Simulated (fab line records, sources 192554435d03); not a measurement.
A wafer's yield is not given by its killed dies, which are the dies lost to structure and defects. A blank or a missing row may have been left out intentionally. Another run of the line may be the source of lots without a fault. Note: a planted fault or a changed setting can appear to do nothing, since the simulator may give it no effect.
fab line records	flow n5-finfet
[record] lots = 5	wafers = 15	last-day = 16
route steps=1938 shown SD_EPI_N@265 BEOL_M4@1111 PASSIVATION@1936
lots that met no fault: taken from a fault-free run of the same line
start-h: the number of hours between the record's first day and the start of the first shown wafer of the lot	wait-h: hours from the lot's prior step to this one	" repeats the value in the row above	L1.1+2: several wafers, shown together as one row	- either no value or no given start	* or withheld: withheld	< > ~ a bound
route shown NAME@n: NAME is a module with steps in the file, n the number in the route of the first one	usual: mean and standard deviation over wafers with no fault	same: alike in all rows	chamber/n: place in a boat	sites: readings site by site	_std_site: the standard deviation of these	_edge_site: the outer-site mean with the inner-site mean subtracted	radius-mm: how far each site lies from the wafer's centre	mask NAME#n: copy n	behind: the last tool/chamber to shape the wafer	hold: why the lot went on hold/how many hours it stayed there/how the hold came to an end	device: the transistor (n, p or np) that didn't switch	end of line: tests of these same wafers at the route's end	a step given without rows: its recipe and nothing more	killed: the dies lost at the first sort to structure and to defects; this is not the yield of the wafer	map: per-die view of a wafer (x killed, . not killed, _ where there is no die)
set.NAME: the setting that was run; set.NAME@STEP: the one run at that earlier step	model.NAME: the simulator's own value behind a step, which no gauge read
a table for each step, a row for each wafer; lots at some steps of the route
services: from which hour (start-h, from the record's first day; less than 0 if before it) a tool's chamber was out of use, for how many hours, and why
[[steps]]
[step N5_SD_EPI_N_EBR_05]
[recipe] solvent = PGMEA	ebr-width-mm = 1.5
[step N5_SD_EPI_N_SOFTBAKE_04]
[recipe] temp-c = 110	time-s = 60	resist = CAR-ArF-block
[step N5_SD_EPI_N_EXPOSE_06]
[recipe] mask-id = SD_N_BLK	na = 1.35	source-shape = conventional	sigma-outer = 0.8	polarization = unpolarized	target-cd-nm = 120	dose-mj = 39.75
[step N5_SD_EPI_N_PEB_07]
[recipe] peb-temp-c = 110	peb-time-s = 60	resist = CAR-ArF-block
[step N5_SD_EPI_N_DEVELOP_08]
[recipe] develop-time-s = 30	developer = TMAH	resist = CAR-ArF-block	dev-temp-c = 23	rinse-liquid = diw	dry = air-spin
[step N5_SD_EPI_N_DESCUM_14]
[recipe] chemistry = O2	time-s = 7.9	source-power-w = 50	bias-power-w = 20	pressure-mtorr = 20	rf-frequency-hz = 2.712e+07	temp-c = 40	resist = CAR-ArF-block	o2-flow-sccm = 225
[step N5_SD_EPI_N_ETCH_34]
[recipe] chemistry = CF4	target = SiARC	target-depth-a = 455	mask-material = CAR-ArF-block	time-s = 75.8	ion-energy-ev = 80	pressure-mtorr = 40	source-w = 545	bias-w = 36	Ar_flow_sccm = 100	cf4-flow-sccm = 100	ends = cleared
[step N5_SD_EPI_N_ETCH_35]
[recipe] chemistry = N2/H2	target = SOC	overetch-a = 1080	mask-material = SiARC	temp-c = 40	ion-energy-ev = 100	source-w = 3000	bias-w = 133	pressure-mtorr = 20	time-s = 486	n2-flow-sccm = 200	h2-flow-sccm = 200
[step N5_SD_EPI_N_STRIP_36]
[recipe] chemistry = N2/H2	temp-c = 40	n2-flow-sccm = 200	h2-flow-sccm = 200	rf-frequency-hz = 6e+07
[step N5_SD_EPI_N_ETCHBACK_44]
[recipe] chemistry = CH3F/O2	mode = anisotropic-etchback	target = SiNx	target-depth-a = 145	stop-on = SiO2	over-etch-frac = 0.3	ion-energy-ev = 120	pressure-mtorr = 30	source-w = 395	bias-w = 73	Ar_flow_sccm = 150	CH3F_flow_sccm = 30	O2_flow_sccm = 20
[usual] CH3F_flow_sccm = 30.00/0.081	O2_flow_sccm = 19.99/0.06	drypump-motor-current-A = 5.5/0.37	oes_o_777_au = 0.78/0.085	oes-product-au = 0.68/0.072	rf-vpp-V = 297/3.9	showerhead-plenum-p-Torr = 2.00/0.074	throttle-valve-pct = 16.29/0.24
lot.wafer	tool	chamber	start-h	wait-h	CH3F_flow_sccm	O2_flow_sccm	drypump-motor-current-A	oes_o_777_au	oes-product-au	rf-hours-counter-h	rf-vpp-V	showerhead-plenum-p-Torr	throttle-valve-pct	model.SiARC_of_SD_EPI_N_COAT_33.thk-nm
L430.3	rie-diel-04	2	96.20	0.0	-	-	-	-	-	-	-	-	-	19.8
L430.4	"	1	"	"	-	-	-	-	-	-	-	-	-	20
L430.6	"	1	"	"	-	-	-	-	-	-	-	-	-	20
L431.2	rie-diel-02	1	103.12	0.0	-	-	-	-	-	-	-	-	-	20
L431.3	"	2	"	"	-	-	-	-	-	-	-	-	-	19.6
L431.6	"	0	"	"	-	-	-	-	-	-	-	-	-	20.2
L432.3	rie-diel-02	1	110.59	0.0	-	-	-	-	-	-	-	-	-	19.8
L432.4	"	2	"	"	-	-	-	-	-	-	-	-	-	19.8
L432.6	"	1	"	"	-	-	-	-	-	-	-	-	-	20
L439.1	rie-diel-02	3	144.95	0.0	30.00	19.98	5.4	0.89	0.78	25	296	2.04	16.18	16
L439.5	"	1	"	"	29.85	19.97	4.9	0.88	0.76	-	292	2.05	16.06	16.2
L439.6	"	2	"	"	30.02	20.03	5.9	0.75	0.63	-	291	2.07	16.50	16
L441.1	rie-diel-04	0	162.13	0.0	30.06	19.98	5.8	0.70	0.61	190	296	1.90	16.51	16.6
L441.3	"	3	"	"	29.89	20.02	5.6	0.68	0.61	186	305	1.89	16.32	16.8
L441.4	"	2	"	"	29.95	20.00	4.8	0.89	0.75	35	302	1.95	16.16	16.2
[step N5_SD_EPI_N_ETCH_45]
[recipe] chemistry = CH3F/O2	target = SiOCN	target-depth-a = 60	mask-material = SOC	ion-energy-ev = 60	bias-w = 29	pressure-mtorr = 15	source-w = 410	Ar_flow_sccm = 150	CH3F_flow_sccm = 30	O2_flow_sccm = 20
[step N5_SD_EPI_N_ETCH_16]
[recipe] chemistry = CHF3/O2	target = SiO2	target-depth-a = 50	mask-material = SOC	pressure-mtorr = 30	source-w = 650	bias-w = 170	Ar_flow_sccm = 200	CHF3_flow_sccm = 50	O2_flow_sccm = 5	ion-energy-ev = 200
[usual] CHF3_flow_sccm = 49.99/0.13	drypump-motor-current-A = 5.5/0.37	oes_o_777_au = 0.79/0.086	oes-product-au = 0.79/0.087	rf-vpp-V = 523/7	showerhead-plenum-p-Torr = 2.41/0.085	throttle-valve-pct = 18.83/0.23
lot.wafer	tool	chamber	start-h	wait-h	CHF3_flow_sccm	drypump-motor-current-A	oes_o_777_au	oes-product-au	rf-hours-counter-h	rf-vpp-V	showerhead-plenum-p-Torr	throttle-valve-pct	model.SiARC_of_SD_EPI_N_COAT_33.thk-nm
L430.3	rie-diel-04	2	96.40	0.1	49.89	4.8	0.93	0.94	13	531	2.37	18.74	16
L430.4	"	1	"	"	49.87	5.3	0.72	0.72	191	518	2.50	19.10	16.4
L430.6	"	1	"	"	49.97	5.3	0.72	0.73	-	519	2.50	19.11	16.4
L431.2	rie-diel-02	1	103.32	0.1	49.85	4.9	0.92	0.92	9	516	2.47	18.62	16.4
L431.3	"	2	"	"	49.92	5.9	0.75	0.73	174	511	2.50	19.02	16.2
L431.6	"	0	"	"	50.02	5.7	0.73	0.72	-	529	2.31	18.91	16.6
L432.3	rie-diel-02	1	110.79	0.1	50.00	4.9	0.92	0.91	12	514	2.47	18.61	16.2
L432.4	"	2	"	"	49.93	5.9	0.75	0.73	177	510	2.50	19.02	16.2
L432.6	"	1	"	"	49.96	5.0	0.91	0.91	-	515	2.47	18.61	16.4
L439.1	rie-diel-02	3	145.15	0.1	50.14	5.4	0.91	0.92	25	522	2.45	18.71	12.4
L439.5	"	1	"	"	49.96	5.0	0.89	0.89	-	517	2.47	18.63	12.6
L439.6	"	2	"	"	49.94	5.9	0.74	0.72	-	511	2.49	19.03	12.4
L441.1	rie-diel-04	0	162.33	0.1	50.02	5.9	0.71	0.70	190	517	2.30	19.03	13
L441.3	"	3	"	"	49.82	5.6	0.68	0.70	186	537	2.29	18.84	13.2
L441.4	"	2	"	"	50.01	4.8	0.89	0.89	35	532	2.36	18.78	12.6
[step N5_SD_EPI_N_STRIP_47]
[recipe] chemistry = CHF3/O2	resist = SiARC	rf-frequency-hz = 6e+07
[step N5_SD_EPI_N_SD_RECESS_17]
[recipe] chemistry = HBr/Cl2/O2	target-depth-a = 410	mask-material = SOC	time-s = 23.7	bt-time-s = 3	pressure-mtorr = 10	icp-w = 800	bias-w = 112	HBr_flow_sccm = 150	Cl2_flow_sccm = 80	O2_flow_sccm = 12
[step N5_SD_EPI_N_STRIP_38]
[recipe] chemistry = N2/H2	power-w = 1000	temp-c = 250	h2-frac = 0.65	overash-fraction = 0.3	pressure-mtorr = withheld	n2-flow-sccm = 1750	h2-flow-sccm = 3250
[step N5_SD_EPI_N_WET_ETCH_43]
[recipe] chemistry = dHF	dilution = withheld	time-s = 14	target = SiO2	target-depth-a = 15	temp-c = 25
[step N5_SD_EPI_N_STRIP_18]
[recipe] chemistry = SPM	time-s = 750	temp-c = 130	h2so4-h2o2-vol-ratio = 4
[step N5_SD_EPI_N_SRD_20]
[recipe] dry = ipa-marangoni	do-ppb = 5	time-s = 30	temp-c = 23	rinse-liquid = diw
[step N5_SD_EPI_N_PRECLEAN_48]
[recipe] chemistry = NF3:NH3	afs-cycles = 2	temp-c = 30	time-s = 20	sublimation-temp-c = 180	sublimation-time-s = 60	pressure-torr = 3	rf-power-w = 30
[step N5_SD_EPI_N_VAPOR_ETCH_50]
[recipe] chemistry = HCl	target = Si	temp-c = 775	time-s = 54	pressure-torr = 20	mode = isotropic
[step N5_SD_EPI_N_EPI_21]
[recipe] material = Si:P	dopant = P	temp-c = 680	pressure-torr = 255	time-s = 690
lot.wafer	tool	chamber	start-h	wait-h	model.Si-P_of_SD_EPI_N_EPI_21.thk-nm
L430.3	epi-rpcvd-02	0	98.04	0.7	1.2
L430.4	"	0	"	"	0.8
L430.6	"	0	"	"	1
L431.2	epi-rpcvd-02	0	104.66	0.4	1.8
L431.3	"	0	"	"	1.6
L431.6	"	0	"	"	1.2
L432.3	epi-rpcvd-03	0	112.78	0.9	1.6
L432.4	"	0	"	"	1.4
L432.6	"	0	"	"	1.2
L439.1+5	epi-rpcvd-01	0	146.20	0.1	57.8
L439.6	"	0	147.60	1.4	58.4
L441.1	epi-rpcvd-01	0	163.57	0.2	56.8
L441.3+4	"	0	"	"	57
[step N5_SD_EPI_N_PRECLEAN_24]
[recipe] chemistry = O3/DIW	time-s = 60	temp-c = 22	o3-ppm = 10
lot.wafer	tool	chamber	start-h	wait-h	model.Si-P_of_SD_EPI_N_EPI_21.thk-nm
L430.3	wet-bench-05	3	99.25	0.0	1.2
L430.4	"	5	"	"	0.8
L430.6	"	0	"	"	1
L431.2	wet-bench-06	0	106.13	0.0	1.8
L431.3	"	5	"	"	1.6
L431.6	"	3	"	"	1
L432.3	wet-bench-01	0	114.34	0.0	1.6
L432.4	"	6	"	"	1.4
L432.6	"	1	"	"	1.2
L439.1	wet-bench-06	1	147.96	0.0	57.4
L439.5	"	6	"	"	57.6
L439.6	"	2	"	"	58
L441.1	wet-bench-05	7	165.89	0.0	56.4
L441.3+4	"	4,5	"	"	56.6
[step N5_SD_EPI_N_SRD_25]
[recipe] time-s = 30	temp-c = 23	rinse-liquid = diw	dry = ipa-marangoni
[step N5_BEOL_M4_RC_MEAS_101]
[usual] DIBL_N = 36.9/1.7	DIBL_P = 36.7/2.1	IOFF_N = 0.17/0.032	IOFF_P = 0.22/0.036	ION_N = 674/12	ION_P = 461/7	SS_N = 71.7/0.6	SS_P = 73.4/0.67	VT_N = 249/3.1	VT_P = -250/3.2
lot.wafer	tool	chamber	start-h	wait-h	DIBL_N[mV/V]	DIBL_P[mV/V]	IOFF_N[nA/um]	IOFF_P[nA/um]	ION_N[uA/um]	ION_P[uA/um]	SS_N[mV/dec]	SS_P[mV/dec]	VT_N[mV]	VT_P[mV]
L439.1	prober-01	0	252.85	0.0	38.0	37.6	0.18	0.20	676	459	72.0	73.0	250	-251
L439.5	"	0	"	"	35.6	34.2	0.12	0.15	653	443	71.8	72.2	254	-257
L439.6	"	0	"	"	38.3	38.6	0.18	0.21	685	460	72.3	73.8	248	-252
L441.1	prober-02	0	279.11	0.0	37.5	35.7	0.18	0.26	676	471	71.5	73.4	247	-244
L441.3	"	0	"	"	35.1	33.5	0.14	0.23	662	466	71.5	72.8	249	-247
L441.4	"	0	"	"	34.8	33.6	0.14	0.24	667	467	70.8	72.1	248	-245
[step N5_PASSIVATION_PROBE_49]
[usual] defect-limited-yield = 91.7/1.5	killed_at_M0_to_M3 = 32/9.6	killed_at_M4_up = 13/5.3	killed-at-contacts = 12/6.8	killed-at-front-end = 36/9.8	killed-at-other = 4/3.1	killed-dies = 98/17	killed-on-rim = 13/4	killed-open = 65/13	killed-short = 32/8.5	sort_bin_5_function = 4.9/0.93	sort_bin_6_memory = 3.2/0.67	sort-n-pass = 1082/17	sort-yield-pct = 91.7/1.4
[same] gross-dies = 1180	killed-at-back-side = 0	sort_bin_4_leakage[%] = 0	sort_bin_8_speed[%] = 0
lot.wafer	tool	chamber	start-h	wait-h	defect-limited-yield[%]	killed_at_M0_to_M3	killed_at_M4_up	killed-at-contacts	killed-at-front-end	killed-at-other	killed-dies	killed-on-rim	killed-open	killed-short	sort_bin_5_function[%]	sort_bin_6_memory[%]	sort-n-pass	sort-yield-pct[%]
L430.3	prober-02	-	306.17	0.1	0	44	10	9	1103	14	1180	152	65	51	96.3	3.2	0	0
L430.4	prober-02	-	306.22	0.2	0	45	14	14	1106	1	1180	152	77	28	96.4	3.1	0	0
L430.6	prober-02	-	306.32	0.3	0	20	15	16	1126	3	1180	152	68	27	96.4	3.5	0	0
L431.2	prober-02	-	309.93	0.1	0	44	12	39	1084	1	1180	152	102	33	95.7	4.2	0	0
L431.3	prober-02	-	309.98	0.1	0	37	17	16	1106	4	1180	152	72	32	96.1	3.6	0	0
L431.6	prober-02	-	310.13	0.3	0	32	20	21	1104	3	1180	152	78	33	96.7	3.1	0	0
L432.3	prober-01	-	318.42	0.1	0	51	5	13	1111	0	1180	152	87	29	95.8	3.9	0	0
L432.4	prober-01	-	318.47	0.2	0	34	7	20	1119	0	1180	152	59	36	96.4	3.5	0	0
L432.6	prober-01	-	318.57	0.3	0	45	12	21	1099	3	1180	152	68	40	96.2	3.5	0	0
L439.1	prober-01	-	362.08	0.0	91.7	26	8	28	33	3	98	11	76	21	5.1	3.1	1082	91.7
L439.5	prober-01	-	362.28	0.2	92.2	24	17	11	39	1	92	15	59	29	4.1	3.5	1088	92.2
L439.6	prober-01	-	362.33	0.3	92.5	29	13	10	37	0	89	11	58	31	5.2	2.0	1091	92.5
// killed by level:class
L430.3 SD_EPI_N:area-etchback=1063 BEOL_M0_SAQP:geometric-particle:short=18 BEOL_M0_SAQP:geometric-particle:open=11 STI_FIN_REVEAL:geometric-particle:open=10 MOL_CONTACT_COAG:geometric-particle:open=7 MIM_TOP:geometric-particle:open=7 FIN_SAQP:geometric-particle:short=6 FIN_SAQP:geometric-particle:open=5
L430.4 SD_EPI_N:area-etchback=1075 STI_FIN_REVEAL:geometric-particle:open=16 BEOL_M2:geometric-particle:open=16 MOL_CONTACT_COAG:geometric-particle:open=11 BEOL_M0_SAQP:geometric-particle:open=11 BEOL_M0_SAQP:geometric-particle:short=7 BEOL_M5:geometric-particle:open=5 BEOL_M4:geometric-particle:open=4
L430.6 SD_EPI_N:area-etchback=1083 STI_FIN_REVEAL:geometric-particle:open=16 MOL_CONTACT_COAG:geometric-particle:open=13 FIN_SAQP:geometric-particle:short=6 BEOL_M0_SAQP:geometric-particle:open=5 FIN_SAQP:geometric-particle:open=4 STI_FIN_REVEAL:geometric-particle:short=4 GATE_CUT:geometric-particle:open=4
L431.2 SD_EPI_N:area-etchback=1044 MOL_CONTACT_COAG:geometric-particle:open=32 BEOL_M2:geometric-particle:open=12 BEOL_M0_SAQP:geometric-particle:open=10 FIN_SAQP:geometric-particle:short=9 BEOL_M0_SAQP:geometric-particle:short=8 FIN_SAQP:geometric-particle:open=7 STI_FIN_REVEAL:geometric-particle:open=7
L431.3 SD_EPI_N:area-etchback=1075 MOL_CONTACT_COAG:geometric-particle:open=14 BEOL_M2:geometric-particle:open=11 BEOL_M0:geometric-particle:open=8 DUMMY_GATE:geometric-particle:open=7 BEOL_M0_SAQP:geometric-particle:short=7 STI_FIN_REVEAL:geometric-particle:open=5 BEOL_M3:geometric-particle:open=4
L431.6 SD_EPI_N:area-etchback=1069 MOL_CONTACT_COAG:geometric-particle:open=17 STI_FIN_REVEAL:geometric-particle:open=16 BEOL_M4:geometric-particle:open=9 BEOL_M0_SAQP:geometric-particle:short=6 BEOL_M1:geometric-particle:open=6 STARTING-WAFER:geometric-particle:open=6 MOL_CONTACT_COAG:geometric-particle:short=4
L432.3 SD_EPI_N:area-etchback=1064 STI_FIN_REVEAL:geometric-particle:open=16 BEOL_M0_SAQP:geometric-particle:open=12 FIN_SAQP:geometric-particle:open=11 BEOL_M1:geometric-particle:open=11 MOL_CONTACT_COAG:geometric-particle:open=10 BEOL_M0_SAQP:geometric-particle:short=10 FIN_SAQP:geometric-particle:short=7
L432.4 SD_EPI_N:area-etchback=1084 MOL_CONTACT_COAG:geometric-particle:open=12 BEOL_M3:geometric-particle:open=10 FIN_SAQP:geometric-particle:short=9 MOL_CONTACT_COAG:geometric-particle:short=8 FIN_SAQP:geometric-particle:open=7 BEOL_M1:geometric-particle:open=6 STI_FIN_REVEAL:geometric-particle:open=4
L432.6 SD_EPI_N:area-etchback=1072 MOL_CONTACT_COAG:geometric-particle:open=15 BEOL_M2:geometric-particle:open=11 FIN_SAQP:geometric-particle:short=10 BEOL_M0_SAQP:geometric-particle:short=9 BEOL_M0_SAQP:geometric-particle:open=8 BEOL_M4:geometric-particle:open=7 BEOL_M3:geometric-particle:open=6
L439.1 MOL_CONTACT_COAG:geometric-particle:open=24 FIN_SAQP:geometric-particle:open=10 BEOL_M3:geometric-particle:open=7 GATE_CUT:geometric-particle:open=5 BEOL_M0_SAQP:geometric-particle:short=5 BEOL_M2:geometric-particle:open=5 STI_FIN_REVEAL:geometric-particle:open=4 MOL_CONTACT_COAG:geometric-particle:short=4
L439.5 MOL_CONTACT_COAG:geometric-particle:open=10 FIN_SAQP:geometric-particle:open=9 BEOL_M3:geometric-particle:open=9 BEOL_M4:geometric-particle:open=7 FIN_SAQP:geometric-particle:short=5 STI_FIN_REVEAL:geometric-particle:open=5 GATE_CUT:geometric-particle:open=5 BEOL_M0_SAQP:geometric-particle:short=3
L439.6 DUMMY_GATE:geometric-particle:open=8 MOL_CONTACT_COAG:geometric-particle:open=8 BEOL_M0_SAQP:geometric-particle:short=7 STI_FIN_REVEAL:geometric-particle:open=7 BEOL_M0_SAQP:geometric-particle:open=6 BEOL_M3:geometric-particle:open=6 GATE_CUT:geometric-particle:short=5 STARTING-WAFER:geometric-particle:short=4
// map L430.3 (x killed, . not)
_________________xxxxxxxxxxxx________________
______________xxxxxxxxxxxxxxxxxx_____________
___________xxxxxxxxxxxxxxxxxxxxxxxx__________
__________xxxxxxxxxxxxxxxxxxxxxxxxxx_________
________xxxxxxxxxxxxxxxxxxxxxxxxxxxxxx_______
_______xxxxxxxxxxxxxxxxxxxxxxxxxxxxxxxx______
______xxxxxxxxxxxxxxxxxxxxxxxxxxxxxxxxxx_____
_____xxxxxxxxxxxxxxxxxxxxxxxxxxxxxxxxxxxx____
____xxxxxxxxxxxxxxxxxxxxxxxxxxxxxxxxxxxxxx___
___xxxxxxxxxxxxxxxxxxxxxxxxxxxxxxxxxxxxxxxx__
___xxxxxxxxxxxxxxxxxxxxxxxxxxxxxxxxxxxxxxxx__
__xxxxxxxxxxxxxxxxxxxxxxxxxxxxxxxxxxxxxxxxxx_
__xxxxxxxxxxxxxxxxxxxxxxxxxxxxxxxxxxxxxxxxxx_
_xxxxxxxxxxxxxxxxxxxxxxxxxxxxxxxxxxxxxxxxxxxx
_xxxxxxxxxxxxxxxxxxxxxxxxxxxxxxxxxxxxxxxxxxxx
_xxxxxxxxxxxxxxxxxxxxxxxxxxxxxxxxxxxxxxxxxxxx
_xxxxxxxxxxxxxxxxxxxxxxxxxxxxxxxxxxxxxxxxxxxx
_xxxxxxxxxxxxxxxxxxxxxxxxxxxxxxxxxxxxxxxxxxxx
_xxxxxxxxxxxxxxxxxxxxxxxxxxxxxxxxxxxxxxxxxxxx
_xxxxxxxxxxxxxxxxxxxxxxxxxxxxxxxxxxxxxxxxxxxx
_xxxxxxxxxxxxxxxxxxxxxxxxxxxxxxxxxxxxxxxxxxxx
__xxxxxxxxxxxxxxxxxxxxxxxxxxxxxxxxxxxxxxxxxx_
__xxxxxxxxxxxxxxxxxxxxxxxxxxxxxxxxxxxxxxxxxx_
___xxxxxxxxxxxxxxxxxxxxxxxxxxxxxxxxxxxxxxxx__
___xxxxxxxxxxxxxxxxxxxxxxxxxxxxxxxxxxxxxxxx__
____xxxxxxxxxxxxxxxxxxxxxxxxxxxxxxxxxxxxxx___
_____xxxxxxxxxxxxxxxxxxxxxxxxxxxxxxxxxxxx____
______xxxxxxxxxxxxxxxxxxxxxxxxxxxxxxxxxx_____
_______xxxxxxxxxxxxxxxxxxxxxxxxxxxxxxxx______
________xxxxxxxxxxxxxxxxxxxxxxxxxxxxxx_______
__________xxxxxxxxxxxxxxxxxxxxxxxxxx_________
___________xxxxxxxxxxxxxxxxxxxxxxxx__________
______________xxxxxxxxxxxxxxxxxx_____________
_________________xxxxxxxxxxxx________________
// map L431.2 (x killed, . not)
_________________xxxxxxxxxxxx________________
______________xxxxxxxxxxxxxxxxxx_____________
___________xxxxxxxxxxxxxxxxxxxxxxxx__________
__________xxxxxxxxxxxxxxxxxxxxxxxxxx_________
________xxxxxxxxxxxxxxxxxxxxxxxxxxxxxx_______
_______xxxxxxxxxxxxxxxxxxxxxxxxxxxxxxxx______
______xxxxxxxxxxxxxxxxxxxxxxxxxxxxxxxxxx_____
_____xxxxxxxxxxxxxxxxxxxxxxxxxxxxxxxxxxxx____
____xxxxxxxxxxxxxxxxxxxxxxxxxxxxxxxxxxxxxx___
___xxxxxxxxxxxxxxxxxxxxxxxxxxxxxxxxxxxxxxxx__
___xxxxxxxxxxxxxxxxxxxxxxxxxxxxxxxxxxxxxxxx__
__xxxxxxxxxxxxxxxxxxxxxxxxxxxxxxxxxxxxxxxxxx_
__xxxxxxxxxxxxxxxxxxxxxxxxxxxxxxxxxxxxxxxxxx_
_xxxxxxxxxxxxxxxxxxxxxxxxxxxxxxxxxxxxxxxxxxxx
_xxxxxxxxxxxxxxxxxxxxxxxxxxxxxxxxxxxxxxxxxxxx
_xxxxxxxxxxxxxxxxxxxxxxxxxxxxxxxxxxxxxxxxxxxx
_xxxxxxxxxxxxxxxxxxxxxxxxxxxxxxxxxxxxxxxxxxxx
_xxxxxxxxxxxxxxxxxxxxxxxxxxxxxxxxxxxxxxxxxxxx
_xxxxxxxxxxxxxxxxxxxxxxxxxxxxxxxxxxxxxxxxxxxx
_xxxxxxxxxxxxxxxxxxxxxxxxxxxxxxxxxxxxxxxxxxxx
_xxxxxxxxxxxxxxxxxxxxxxxxxxxxxxxxxxxxxxxxxxxx
__xxxxxxxxxxxxxxxxxxxxxxxxxxxxxxxxxxxxxxxxxx_
__xxxxxxxxxxxxxxxxxxxxxxxxxxxxxxxxxxxxxxxxxx_
___xxxxxxxxxxxxxxxxxxxxxxxxxxxxxxxxxxxxxxxx__
___xxxxxxxxxxxxxxxxxxxxxxxxxxxxxxxxxxxxxxxx__
____xxxxxxxxxxxxxxxxxxxxxxxxxxxxxxxxxxxxxx___
_____xxxxxxxxxxxxxxxxxxxxxxxxxxxxxxxxxxxx____
______xxxxxxxxxxxxxxxxxxxxxxxxxxxxxxxxxx_____
_______xxxxxxxxxxxxxxxxxxxxxxxxxxxxxxxx______
________xxxxxxxxxxxxxxxxxxxxxxxxxxxxxx_______
__________xxxxxxxxxxxxxxxxxxxxxxxxxx_________
___________xxxxxxxxxxxxxxxxxxxxxxxx__________
______________xxxxxxxxxxxxxxxxxx_____________
_________________xxxxxxxxxxxx________________
[[services]]
tool	chamber	start-h	hours	kind
wet-bench-06	-	75.03	4.4	repair
wet-bench-01	-	95.55	1.5	repair
rie-diel-04	-	99.96	4.3	pm
epi-rpcvd-02	-	106.06	0.9	repair
rie-diel-02	-	110.97	2.8	pm
epi-rpcvd-01	-	137.43	8.1	pm
rie-diel-04	3	144.48	1.3	repair
rie-diel-04	1	165.57	6.6	repair
[[key]]
[first-sign] step = N5_SD_EPI_N_ETCHBACK_44	reading = tool-record	direction = missing
[effect] step = N5_PASSIVATION_PROBE_49	reading = killed-at-front-end	direction = up	sigmas = 99+	usual = 36	struck = 1106
[model-effect] step = N5_SD_EPI_N_ETCHBACK_44	value = SiARC_of_SD_EPI_N_COAT_33.thk-nm	without = 16.18	struck = 19.91
[model-effect] step = N5_SD_EPI_N_ETCH_16	value = SiARC_of_SD_EPI_N_COAT_33.thk-nm	without = 12.58	struck = 16.31
[model-effect] step = N5_SD_EPI_N_EPI_21	value = Si-P_of_SD_EPI_N_EPI_21.thk-nm	without = 59.18	struck = 1.311
[model-effect] step = N5_SD_EPI_N_PRECLEAN_24	value = Si-P_of_SD_EPI_N_EPI_21.thk-nm	without = 58.78	struck = 1.289
[more-kills-born-at] N5_SD_EPI_N_ETCHBACK_44@rie-diel-02 = 6408	N5_SD_EPI_N_ETCHBACK_44@rie-diel-04 = 3221
met-at N5_SD_EPI_N_ETCHBACK_44
struck-wafers L430.3,L430.4,L430.6,L431.2,L431.3,L431.6,L432.3,L432.4,L432.6
later-rows-left-out L430.3,L430.4,L430.6,L431.2,L431.3,L431.6,L432.3,L432.4,L432.6
[fault] kind = skipped-step-whole	tool = rie-diel-02,rie-diel-04	chamber = -	onset-h = 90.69	steps = N5_SD_EPI_N_ETCHBACK_44	scope = struck-lots-only
// later-rows-left-out: the simulator's readings of these wafers behind a module that went badly wrong aren't trusted and aren't shown, but for the sort
